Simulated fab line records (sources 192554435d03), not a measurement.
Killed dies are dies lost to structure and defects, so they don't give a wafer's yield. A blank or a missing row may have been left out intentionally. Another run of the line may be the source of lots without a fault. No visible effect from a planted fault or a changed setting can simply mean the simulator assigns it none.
fab line records	flow n5-finfet
[record] lots = 6	wafers = 18	last-day = 18
route steps=1938 shown BEOL_M13@1661 PASSIVATION@1936
lots untouched by any fault: they come from a run of this same line in which no faults occurred
start-h: the number of hours between the record's first day and the start of the first shown wafer of the lot	wait-h: hours from the lot's prior step to this one	" repeats the value in the row above	L1.1+2: a row that stands for several wafers	- no value present, or no start provided	* or withheld: withheld	< > ~ a bound
route shown NAME@n: a module of which the file shows steps, and the number in the route of the first	usual: mean/standard deviation of fault-free wafers	same: alike in all rows	chamber/n: place in a boat	sites: the reading at each site	_std_site: standard deviation across them	_edge_site: outer sites' mean less inner sites'	radius-mm: for every site, how far away it sits from the centre of the wafer	mask NAME#n: copy n	behind: tool/chamber where the wafer was last shaped	hold: reason for holding the lot/hours on hold/outcome of the hold	device: the n, p or np transistor that did not switch	end of line: the tests these same wafers got at the end of their route	where a step has no rows: the recipe by itself	killed: count of dies lost to structure and defects at first sort (not the wafer's yield)	map: a wafer's dies, marking killed ones x, the rest . and places with no die _
set.NAME: the run value of the setting; set.NAME@STEP: its run value at that earlier step	model.NAME: the simulator's own value behind a step, which no gauge read
lots seen at some steps along the route; tables by step, rows by wafer
services: from which hour (start-h, from the record's first day; less than 0 if before it) a tool's chamber was out of use, for how many hours, and why
[[steps]]
[step N5_BEOL_M13_COAT_58]
[recipe] resist = BARC	temp-c = 205	time-s = 60	spin-rpm = 1500	resist-thk-nm = 89
[step N5_BEOL_M13_COAT_04]
[recipe] spin-rpm = 1625	resist-thk-nm = 400
[step N5_BEOL_M13_EBR_06]
[recipe] solvent = PGMEA	ebr-width-mm = 1.5
[step N5_BEOL_M13_SOFTBAKE_05]
[recipe] temp-c = 130	time-s = 60
[step N5_BEOL_M13_EXPOSE_07]
[recipe] mask-id = V12	na = 0.93	source-shape = conventional	sigma-outer = 0.6	polarization = unpolarized	attpsm-phase-deg = 180	dose-mj = 24.8
[step N5_BEOL_M13_PEB_08]
[recipe] peb-temp-c = 130	peb-time-s = 90
[step N5_BEOL_M13_DEVELOP_09]
[recipe] develop-time-s = 45	rinse-liquid = diw	dry = air-spin	dev-temp-c = 21
[step N5_BEOL_M13_HARDBAKE_14]
[recipe] temp-c = 130	time-s = 120
[step N5_BEOL_M13_CD_MEAS_10]
[recipe] target-cd-nm = 190	landing-energy-ev = 500	detector = se-inlens	polarity = opening
[usual] cd-nm = 190.3/1
lot.wafer	tool	chamber	start-h	wait-h	cd-nm
L227.1	cd-sem-01	0	232.94	-	189.3
L227.4	"	0	"	"	189.7
L227.5	"	0	"	"	188.6
L230.1	cd-sem-02	0	235.21	-	189.4
L230.5	"	0	"	"	188.9
L230.6	"	0	"	"	189.1
L236.1	cd-sem-03	0	289.88	-	190.7
L236.2	"	0	"	"	190.3
L236.4	"	0	"	"	191.1
L237.1	cd-sem-02	0	299.87	-	189.5
L237.3	"	0	"	"	189.3
L237.4	"	0	"	"	189.9
L250.2	cd-sem-02	0	386.85	-	191.8
L250.4	"	0	"	"	190.9
L250.6	"	0	"	"	190.6
L249.2	cd-sem-03	0	387.46	-	192.0
L249.3	"	0	"	"	191.1
L249.4	"	0	"	"	191.0
[step N5_BEOL_M13_OVL_MEAS_11]
[recipe] points-per-wafer = 44
[usual] V12_OVL = -1/5.9
lot.wafer	tool	chamber	start-h	wait-h	V12_OVL[nm]
L227.1	overlay-02	0	232.98	0.0	2
L227.4	"	0	"	"	-4
L227.5	"	0	"	"	6
L230.1	overlay-01	0	235.24	0.0	-3
L230.5	"	0	"	"	0
L230.6	"	0	"	"	0
L236.1	overlay-02	0	289.91	0.0	-2
L236.2	"	0	"	"	-1
L236.4	"	0	"	"	-2
L237.1	overlay-02	0	299.90	0.0	-3
L237.3	"	0	"	"	0
L237.4	"	0	"	"	-2
L250.2	overlay-02	0	386.88	0.0	-3
L250.4	"	0	"	"	-4
L250.6	"	0	"	"	-2
L249.2	overlay-02	0	387.49	0.0	-14
L249.3	"	0	"	"	-7
L249.4	"	0	"	"	-6
[step N5_BEOL_M13_INSPECT_12]
[recipe] mode = adi	inspect-instrument = macro
[usual] raw-defect-count = 2.1/1.4
lot.wafer	tool	chamber	start-h	wait-h	raw-defect-count
L227.1	defect-inspect-02	-	233.00	0.0	2
L227.4	"	-	"	"	1
L227.5	"	-	"	"	1
L230.1	defect-inspect-01	-	235.26	0.0	3
L230.5	"	-	"	"	3
L230.6	"	-	"	"	1
L236.1	defect-inspect-01	-	289.94	0.0	1
L236.2	"	-	"	"	1
L236.4	"	-	"	"	2
L237.1	defect-inspect-01	-	299.92	0.0	5
L237.3	"	-	"	"	2
L237.4	"	-	"	"	2
L250.2	defect-inspect-01	-	386.90	0.0	3
L250.4	"	-	"	"	5
L250.6	"	-	"	"	2
L249.2	defect-inspect-02	-	387.52	0.0	2
L249.3	"	-	"	"	3
L249.4	"	-	"	"	3
[step N5_BEOL_M13_DESCUM_15]
[recipe] chemistry = O2	time-s = 7.9	source-power-w = 50	bias-power-w = 20	pressure-mtorr = 20	rf-frequency-hz = 2.712e+07	temp-c = 40	o2-flow-sccm = 225
[usual] chamber-pressure-mTorr = 20.000/0.017	drypump-motor-current-A = 5.6/0.34	oes-product-au = 0.76/0.08	rf-vpp-V = 242.8/1.4	showerhead-plenum-p-Torr = 2.08/0.067	throttle-valve-pct = 20.48/0.27
lot.wafer	tool	chamber	start-h	wait-h	chamber-pressure-mTorr	drypump-motor-current-A	oes-product-au	rf-hours-counter-h	rf-vpp-V	showerhead-plenum-p-Torr	throttle-valve-pct
L227.1	rie-diel-06	2	233.04	0.0	20.006	5.9	0.70	220	244.6	2.16	20.54
L227.4	"	3	"	"	19.996	5.2	0.74	181	244.8	2.17	20.24
L227.5	"	1	"	"	19.995	5.8	0.72	-	241.6	2.01	20.70
L230.1	rie-diel-06	2	235.29	0.0	20.012	5.9	0.70	221	242.9	2.16	20.54
L230.5	"	1	"	"	20.019	5.8	0.72	-	240.2	2.01	20.69
L230.6	"	2	"	"	19.989	5.9	0.70	-	244.2	2.16	20.54
L236.1	rie-diel-05	1	290.35	0.4	20.003	5.5	0.69	219	239.5	1.99	20.62
L236.2	"	0	"	"	20.002	6.0	0.70	228	245.4	2.15	20.88
L236.4	"	3	"	"	20.031	5.6	0.79	121	239.9	2.02	20.25
L237.1	rie-diel-05	3	300.01	0.1	20.019	5.7	0.79	125	242.7	2.02	20.26
L237.3	"	1	"	"	19.994	5.5	0.68	224	242.1	1.98	20.64
L237.4	"	0	"	"	19.998	6.0	0.69	233	244.7	2.15	20.89
L250.2	rie-diel-05	2	386.94	0.0	19.998	5.1	0.79	110	245.3	2.09	20.34
L250.4	"	1	"	"	20.012	5.5	0.67	-	241.2	1.98	20.67
L250.6	"	2	"	"	20.014	5.1	0.80	-	243.2	2.10	20.37
L249.2	rie-diel-04	0	387.55	0.0	20.001	5.6	0.76	124	241.4	2.02	20.62
L249.3	"	3	"	"	20.016	5.1	0.72	208	242.0	2.07	20.79
L249.4	"	1	"	"	19.975	5.9	0.91	19	243.1	2.13	20.09
[step N5_BEOL_M13_ETCH_59]
[recipe] chemistry = N2/H2	target = BARC	target-depth-a = 890	overetch-a = 267	time-s = 67.9	ion-energy-ev = 200	pressure-mtorr = 30	source-w = 840	bias-w = 150	n2-flow-sccm = 200	h2-flow-sccm = 200
[usual] bias-w = 150.0/0.39	chamber-pressure-mTorr = 30.000/0.027	drypump-motor-current-A = 5.6/0.33	oes-product-au = 0.65/0.065	rf-vpp-V = 523.2/2.6	showerhead-plenum-p-Torr = 2.52/0.085	throttle-valve-pct = 17.89/0.28
lot.wafer	tool	chamber	start-h	wait-h	bias-w	chamber-pressure-mTorr	drypump-motor-current-A	oes-product-au	rf-hours-counter-h	rf-vpp-V	showerhead-plenum-p-Torr	throttle-valve-pct	model.coat_of_BEOL_M13_COAT_04.thk-nm
L227.1	rie-diel-06	2	233.07	0.0	150.3	29.984	5.9	0.60	220	525.8	2.62	17.94	319.8
L227.4	"	3	"	"	149.3	30.044	5.2	0.63	181	526.5	2.64	17.64	318.6
L227.5	"	1	"	"	149.8	30.009	5.7	0.62	-	521.4	2.43	17.99	318.4
L230.1	rie-diel-06	2	235.33	0.0	150.2	29.996	5.9	0.60	221	524.9	2.62	17.94	319.4
L230.5	"	1	"	"	150.0	29.971	5.8	0.62	-	520.3	2.43	17.98	318
L230.6	"	2	"	"	149.9	29.958	5.9	0.60	-	526.5	2.62	17.93	317.8
L236.1	rie-diel-05	1	290.39	0.0	149.7	30.026	5.5	0.59	219	519.8	2.41	18.11	316.2
L236.2	"	0	"	"	150.6	30.036	6.0	0.61	228	524.3	2.61	18.36	320.2
L236.4	"	3	"	"	149.9	29.986	5.6	0.69	121	522.2	2.45	17.63	317.2
L237.1	rie-diel-05	3	300.04	0.0	150.1	29.980	5.7	0.68	125	520.4	2.45	17.62	320.4
L237.3	"	1	"	"	150.1	29.976	5.6	0.59	224	519.8	2.41	18.12	317.4
L237.4	"	0	"	"	150.0	30.002	6.0	0.59	233	525.8	2.61	18.36	322
L250.2	rie-diel-05	2	386.97	0.0	-	-	-	-	-	-	-	-	380.2
L250.4	"	1	"	"	-	-	-	-	-	-	-	-	381.2
L250.6	"	2	"	"	-	-	-	-	-	-	-	-	380.6
L249.2	rie-diel-04	0	387.59	0.0	-	-	-	-	-	-	-	-	382.4
L249.3	"	3	"	"	-	-	-	-	-	-	-	-	381.6
L249.4	"	1	"	"	-	-	-	-	-	-	-	-	381.2
[step N5_BEOL_M13_VIA_ETCH_16]
[recipe] chemistry = C4F8/O2/Ar	target = SiOC	pressure-mtorr = 30	source-w = 3000	bias-w = 700	Ar_flow_sccm = 400	C4F8_flow_sccm = 15	O2_flow_sccm = 8	he-inner-torr = 15	he-outer-torr = 30	target-depth-a = 9217	time-s = withheld	ion-energy-ev = 250	ends = cleared
[usual] C4F8_flow_sccm = 15.01/0.051	O2_flow_sccm = 8.000/0.026	chamber-pressure-mTorr = 29.999/0.029	drypump-motor-current-A = 5.6/0.34	oes-product-au = 0.69/0.072	rf-vpp-V = 665/3	showerhead-plenum-p-Torr = 3.39/0.11	throttle-valve-pct = 24.21/0.28
lot.wafer	tool	chamber	start-h	wait-h	C4F8_flow_sccm	O2_flow_sccm	chamber-pressure-mTorr	drypump-motor-current-A	oes-product-au	rf-vpp-V	showerhead-plenum-p-Torr	throttle-valve-pct	model.coat_of_BEOL_M13_COAT_04.thk-nm
L227.1	rie-diel-06	2	233.13	0.0	14.97	8.064	29.998	5.9	0.62	668	3.52	24.28	74.4
L227.4	"	3	"	"	14.98	7.985	30.005	5.2	0.66	668	3.54	24.03	70.4
L227.5	"	1	"	"	15.00	8.003	29.994	5.8	0.66	663	3.27	24.36	68
L230.1	rie-diel-06	2	235.38	0.0	15.08	7.968	30.044	6.0	0.63	668	3.52	24.27	77
L230.5	"	1	"	"	15.12	8.002	29.990	5.7	0.65	662	3.27	24.35	69.4
L230.6	"	2	"	"	14.98	7.956	29.950	6.0	0.63	668	3.52	24.29	69.2
L236.1	rie-diel-05	1	290.44	0.0	15.03	7.996	30.004	5.5	0.63	661	3.25	24.34	71.6
L236.2	"	0	"	"	14.96	7.952	30.050	6.0	0.62	668	3.50	24.65	75
L236.4	"	3	"	"	15.06	8.020	30.007	5.7	0.72	663	3.29	23.87	69.4
L237.1	rie-diel-05	3	300.09	0.0	14.98	7.967	30.008	5.7	0.72	662	3.28	23.89	73.4
L237.3	"	1	"	"	15.00	7.977	30.014	5.6	0.62	661	3.24	24.32	70
L237.4	"	0	"	"	15.02	7.994	30.006	6.0	0.62	669	3.50	24.66	73.8
L250.2	rie-diel-05	2	387.02	0.0	15.01	7.987	29.974	5.1	0.72	666	3.43	24.18	135.6
L250.4	"	1	"	"	15.08	7.996	29.966	5.5	0.61	660	3.23	24.37	131.8
L250.6	"	2	"	"	15.03	7.981	29.984	5.1	0.72	667	3.43	24.17	132.2
L249.2	rie-diel-04	0	387.64	0.0	15.00	8.002	30.054	5.6	0.69	663	3.30	24.34	135.8
L249.3	"	3	"	"	15.01	8.005	30.019	5.1	0.65	665	3.40	24.61	126.8
L249.4	"	1	"	"	14.99	8.020	30.011	5.9	0.81	667	3.50	24.01	131.4
[step N5_BEOL_M13_STRIP_63]
[recipe] chemistry = N2/H2	power-w = 1000	temp-c = 250	h2-frac = 0.65	overash-fraction = 0.3	pressure-mtorr = 1000	n2-flow-sccm = 1750	h2-flow-sccm = 3250
[usual] chamber-pressure-mTorr = 999.9/0.91	drypump-motor-current-A = 5.86/0.14	heater-power-w = 342/22	oes-product-au = 0.674/0.0051	strip-time-to-endpoint-s = 28.0/1
lot.wafer	tool	chamber	start-h	wait-h	chamber-pressure-mTorr	drypump-motor-current-A	heater-power-w	oes-product-au	rf-hours-counter-h	strip-time-to-endpoint-s
L227.1	plasma-asher-01	0	233.36	-	999.0	5.98	331	0.676	127	28.9
L227.4	"	0	"	"	999.7	5.97	329	0.671	-	27.8
L227.5	"	1	"	"	1000.0	6.00	386	0.678	-	27.1
L230.1	plasma-asher-02	1	235.62	-	1000.1	5.93	323	0.672	62	29.7
L230.5	"	1	"	"	997.3	5.93	318	0.674	-	27.5
L230.6	"	0	"	"	999.4	5.62	348	0.682	-	27.4
L236.1	plasma-asher-01	1	290.68	-	1000.6	5.98	365	0.668	138	28.2
L236.2	"	0	"	"	999.9	5.99	321	0.677	138	29.2
L236.4	"	0	"	"	999.7	5.97	320	0.672	-	27.5
L237.1	plasma-asher-02	1	300.33	-	998.8	5.90	316	0.674	75	28.7
L237.3	"	0	"	"	1000.2	5.63	351	0.672	-	27.7
L237.4	"	1	"	"	1000.5	5.91	329	0.675	-	28.8
L250.2	plasma-asher-01	1	387.26	-	1002.6	5.98	380	0.699	156	45.8
L250.4	"	0	"	"	1001.0	5.97	332	0.693	-	44.8
L250.6	"	0	"	"	999.7	5.98	326	0.688	-	45.0
L249.2	plasma-asher-02	0	387.87	-	999.6	5.63	349	0.708	93	45.9
L249.3	"	1	"	"	999.3	5.90	326	0.699	-	43.5
L249.4	"	0	"	"	999.2	5.65	347	0.688	-	44.7
[step N5_BEOL_M13_STRIP_64]
[recipe] chemistry = N2/H2	power-w = 1000	temp-c = 250	h2-frac = 0.65	overash-fraction = 0.3	pressure-mtorr = withheld	n2-flow-sccm = 1750	h2-flow-sccm = 3250
[usual] drypump-motor-current-A = 5.86/0.14	heater-power-w = 342/22	oes-product-au = 0.714/0.0044	strip-time-to-endpoint-s = 31.29/0.091
lot.wafer	tool	chamber	start-h	wait-h	drypump-motor-current-A	heater-power-w	oes-product-au	rf-hours-counter-h	strip-time-to-endpoint-s
L227.1	plasma-asher-01	0	233.42	0.0	5.97	332	0.710	127	31.21
L227.4	"	0	"	"	5.98	329	0.710	-	31.24
L227.5	"	1	"	"	5.98	391	0.715	-	31.17
L230.1	plasma-asher-02	1	235.68	0.0	5.92	317	0.718	62	31.39
L230.5	"	1	"	"	5.89	316	0.719	-	31.42
L230.6	"	0	"	"	5.64	342	0.713	-	31.45
L236.1	plasma-asher-01	1	290.74	0.0	6.00	385	0.713	138	31.50
L236.2	"	0	"	"	5.98	335	0.719	138	31.50
L236.4	"	0	"	"	5.99	325	0.721	-	31.46
L237.1	plasma-asher-02	1	300.39	0.0	5.91	321	0.713	75	31.30
L237.3	"	0	"	"	5.61	337	0.715	-	31.24
L237.4	"	1	"	"	5.91	330	0.709	-	31.26
L250.2	plasma-asher-01	1	387.32	0.0	5.95	375	0.710	156	31.15
L250.4	"	0	"	"	5.99	323	0.715	-	31.16
L250.6	"	0	"	"	5.99	336	0.717	-	31.20
L249.2	plasma-asher-02	0	387.93	0.0	5.65	348	0.710	93	31.42
L249.3	"	1	"	"	5.91	330	0.715	-	31.29
L249.4	"	0	"	"	5.66	336	0.709	-	31.35
[step N5_PASSIVATION_PROBE_49]
[usual] defect-limited-yield = 91.4/1.5	killed_at_M0_to_M3 = 31/11	killed_at_M4_up = 13/5.5	killed-at-contacts = 13/6.3	killed-at-front-end = 40/13	killed-at-other = 3.3/2.6	killed-dies = 101/18	killed-open = 67/13	killed-short = 33/7.9	sort_bin_5_function = 5.1/1	sort_bin_6_memory = 3.2/0.68	sort-n-pass = 1079/18	sort-yield-pct = 91.4/1.5
[same] gross-dies = 1180	killed-at-back-side = 0	sort_bin_4_leakage[%] = 0	sort_bin_8_speed[%] = 0
lot.wafer	tool	chamber	start-h	wait-h	defect-limited-yield[%]	killed_at_M0_to_M3	killed_at_M4_up	killed-at-contacts	killed-at-front-end	killed-at-other	killed-dies	killed-open	killed-short	sort_bin_5_function[%]	sort_bin_6_memory[%]	sort-n-pass	sort-yield-pct[%]
L230.1	prober-02	-	270.59	0.0	92.1	26	13	9	41	4	93	53	39	4.7	3.0	1087	92.1
L230.5	prober-02	-	270.79	0.2	91.0	26	13	6	58	3	106	71	35	5.1	3.7	1074	91.0
L230.6	prober-02	-	270.84	0.3	87.0	28	13	21	88	3	153	114	39	8.0	4.8	1027	87.0
L236.1	prober-02	-	323.61	0.1	91.4	35	9	21	35	1	101	73	28	4.5	3.9	1079	91.4
L236.2	prober-02	-	323.66	0.1	94.1	18	5	18	27	2	70	48	22	3.7	2.0	1110	94.1
L236.4	prober-02	-	323.76	0.2	93.5	26	8	14	29	0	77	56	21	4.1	2.4	1103	93.5
L237.1	prober-01	-	333.74	0.0	92.5	22	3	16	43	5	89	70	19	3.7	3.7	1091	92.5
L237.3	prober-01	-	333.84	0.1	92.5	24	9	13	38	4	88	65	21	4.4	3.0	1092	92.5
L237.4	prober-01	-	333.89	0.2	92.5	14	4	24	43	4	89	58	30	4.1	3.2	1091	92.5
L249.2	prober-02	-	422.08	0.1	90.3	37	12	8	52	6	115	71	43	6.0	3.6	1065	90.3
L249.3	prober-02	-	422.13	0.1	91.7	33	13	3	47	2	98	67	30	5.7	2.6	1082	91.7
L249.4	prober-02	-	422.18	0.2	90.8	32	9	17	47	4	109	78	31	5.9	2.9	1071	90.8
L250.2	prober-02	-	422.38	0.1	89.3	35	5	4	78	4	126	86	40	6.4	3.7	1054	89.3
L250.4	prober-02	-	422.48	0.2	91.7	28	16	12	41	1	98	68	29	3.9	3.6	1082	91.7
L250.6	prober-02	-	422.58	0.3	94.2	28	7	13	18	3	69	40	29	3.1	2.5	1111	94.2
// killed by level:class
L230.1 FIN_SAQP:geometric-particle:short=14 FIN_SAQP:geometric-particle:open=14 BEOL_M2:geometric-particle:open=8 BEOL_M4:geometric-particle:open=7 BEOL_M0_SAQP:geometric-particle:open=6 GATE_CUT:geometric-particle:short=6 MOL_CONTACT_COAG:geometric-particle:short=5 MOL_CONTACT_COAG:geometric-particle:open=4
L230.5 FIN_SAQP:geometric-particle:open=29 FIN_SAQP:geometric-particle:short=12 BEOL_M2:geometric-particle:open=7 MOL_CONTACT_COAG:geometric-particle:open=5 BEOL_M0_SAQP:geometric-particle:short=5 GATE_CUT:geometric-particle:short=4 BEOL_M1:geometric-particle:open=4 SPACER0:geometric-particle:open=3
L230.6 FIN_SAQP:geometric-particle:open=47 MOL_CONTACT_COAG:geometric-particle:open=19 FIN_SAQP:geometric-particle:short=16 BEOL_M0:geometric-particle:open=7 GATE_CUT:geometric-particle:short=5 BEOL_M0_SAQP:geometric-particle:short=5 BEOL_M4:geometric-particle:open=5 FIN_CUT:geometric-particle:open=4
L236.1 MOL_CONTACT_COAG:geometric-particle:open=17 BEOL_M0_SAQP:geometric-particle:open=12 STI_FIN_REVEAL:geometric-particle:open=10 BEOL_M0_SAQP:geometric-particle:short=8 BEOL_M2:geometric-particle:open=7 GATE_CUT:geometric-particle:open=5 DUMMY_GATE:geometric-particle:open=4 MOL_CONTACT_COAG:geometric-particle:short=4
L236.2 MOL_CONTACT_COAG:geometric-particle:open=15 STI_FIN_REVEAL:geometric-particle:open=8 FIN_SAQP:geometric-particle:short=7 BEOL_M2:geometric-particle:open=5 FIN_SAQP:geometric-particle:open=3 BEOL_M0_SAQP:geometric-particle:open=3 MOL_CONTACT_COAG:geometric-particle:short=3 BEOL_M1:geometric-particle:short=3
L236.4 MOL_CONTACT_COAG:geometric-particle:open=11 STI_FIN_REVEAL:geometric-particle:open=9 BEOL_M2:geometric-particle:open=7 BEOL_M3:geometric-particle:open=6 BEOL_M1:geometric-particle:open=6 FIN_SAQP:geometric-particle:short=4 FIN_SAQP:geometric-particle:open=3 GATE_CUT:geometric-particle:short=3
L237.1 MOL_CONTACT_COAG:geometric-particle:open=14 STI_FIN_REVEAL:geometric-particle:open=13 STARTING-WAFER:geometric-particle:open=8 FIN_SAQP:geometric-particle:open=7 BEOL_M3:geometric-particle:open=6 BEOL_M0_SAQP:geometric-particle:open=5 DUMMY_GATE:geometric-particle:open=4 GATE_CUT:geometric-particle:short=3
L237.3 FIN_SAQP:geometric-particle:open=13 MOL_CONTACT_COAG:geometric-particle:open=11 BEOL_M3:geometric-particle:open=11 STI_FIN_REVEAL:geometric-particle:open=7 FIN_SAQP:geometric-particle:short=4 SPACER0:geometric-particle:open=4 FIN_CUT:geometric-particle:short=2 DUMMY_GATE:geometric-particle:open=2
L237.4 MOL_CONTACT_COAG:geometric-particle:open=16 STI_FIN_REVEAL:geometric-particle:open=12 FIN_SAQP:geometric-particle:open=11 MOL_CONTACT_COAG:geometric-particle:short=8 FIN_SAQP:geometric-particle:short=7 BEOL_M2:geometric-particle:open=6 GATE_CUT:geometric-particle:short=3 BEOL_M0_SAQP:geometric-particle:short=3
L249.2 STI_FIN_REVEAL:geometric-particle:open=21 BEOL_M0_SAQP:geometric-particle:short=19 BEOL_M0_SAQP:geometric-particle:open=8 DUMMY_GATE:geometric-particle:open=7 GATE_CUT:geometric-particle:short=7 MOL_CONTACT_COAG:geometric-particle:open=6 BEOL_M4:geometric-particle:open=6 BEOL_M0:geometric-particle:open=5
L249.3 FIN_SAQP:geometric-particle:open=13 STI_FIN_REVEAL:geometric-particle:open=9 BEOL_M2:geometric-particle:open=8 BEOL_M0_SAQP:geometric-particle:short=7 BEOL_M0_SAQP:geometric-particle:open=7 DUMMY_GATE:geometric-particle:open=6 FIN_SAQP:geometric-particle:short=5 BEOL_M0:geometric-particle:open=4
L249.4 STI_FIN_REVEAL:geometric-particle:open=21 MOL_CONTACT_COAG:geometric-particle:open=13 BEOL_M2:geometric-particle:open=12 BEOL_M0_SAQP:geometric-particle:open=7 BEOL_M0_SAQP:geometric-particle:short=5 BEOL_M4:geometric-particle:open=5 STARTING-WAFER:geometric-particle:short=5 GATE_CUT:geometric-particle:short=4
L250.2 FIN_SAQP:geometric-particle:open=24 STI_FIN_REVEAL:geometric-particle:open=20 FIN_SAQP:geometric-particle:short=18 BEOL_M0_SAQP:geometric-particle:short=8 BEOL_M3:geometric-particle:open=7 BEOL_M2:geometric-particle:open=7 DUMMY_GATE:geometric-particle:open=7 BEOL_M0_SAQP:geometric-particle:open=6
L250.4 FIN_SAQP:geometric-particle:open=14 MOL_CONTACT_COAG:geometric-particle:open=9 FIN_SAQP:geometric-particle:short=8 BEOL_M4:geometric-particle:open=7 GATE_CUT:geometric-particle:short=6 BEOL_M1:geometric-particle:open=6 STI_FIN_REVEAL:geometric-particle:open=5 BEOL_M2:geometric-particle:open=5
L250.6 MOL_CONTACT_COAG:geometric-particle:open=11 BEOL_M0_SAQP:geometric-particle:short=7 STARTING-WAFER:geometric-particle:short=6 BEOL_M0_SAQP:geometric-particle:open=5 BEOL_M1:geometric-particle:open=5 BEOL_M3:geometric-particle:open=4 BEOL_M3:geometric-particle:short=4 STI_FIN_REVEAL:geometric-particle:open=3
[[services]]
tool	chamber	start-h	hours	kind
plasma-asher-02	-	226.21	0.5	repair
rie-diel-04	1	244.83	-	clean
rie-diel-04	1	244.83	-	consumable-replace:focus-ring
rie-diel-04	1	244.83	22.6	scheduled-down
rie-diel-04	1	244.83	22.6	vent-cycle
rie-diel-04	-	284.96	14.6	pm
rie-diel-06	2	331.19	-	clean
rie-diel-06	2	331.19	-	consumable-replace:focus-ring
rie-diel-06	2	331.19	25.2	scheduled-down
rie-diel-06	2	331.19	25.2	vent-cycle
rie-diel-04	1	335.55	41.2	repair
rie-diel-05	0	361.04	-	clean
rie-diel-05	0	361.04	-	consumable-replace:focus-ring
rie-diel-05	0	361.04	27.7	scheduled-down
rie-diel-05	0	361.04	27.7	vent-cycle
rie-diel-05	1	370.95	7.8	repair
[[key]]
[first-sign] step = N5_BEOL_M13_ETCH_59	reading = tool-record	direction = missing
[effect] step = N5_BEOL_M13_STRIP_63	reading = strip-time-to-endpoint-s	direction = up	sigmas = 17	usual = *	struck = *
[model-effect] step = N5_BEOL_M13_ETCH_59	value = coat_of_BEOL_M13_COAT_04.thk-nm	without = 316.6	struck = 381.2
[model-effect] step = N5_BEOL_M13_VIA_ETCH_16	value = coat_of_BEOL_M13_COAT_04.thk-nm	without = 67.67	struck = 132.3
met-at N5_BEOL_M13_ETCH_59
struck-wafers L249.2,L249.3,L249.4,L250.2,L250.4,L250.6
onset-between 300.04 386.97
[fault] kind = skipped-step-whole	tool = rie-diel-04,rie-diel-05	chamber = -	onset-h = 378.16	steps = N5_BEOL_M13_ETCH_59	scope = struck-lots-only
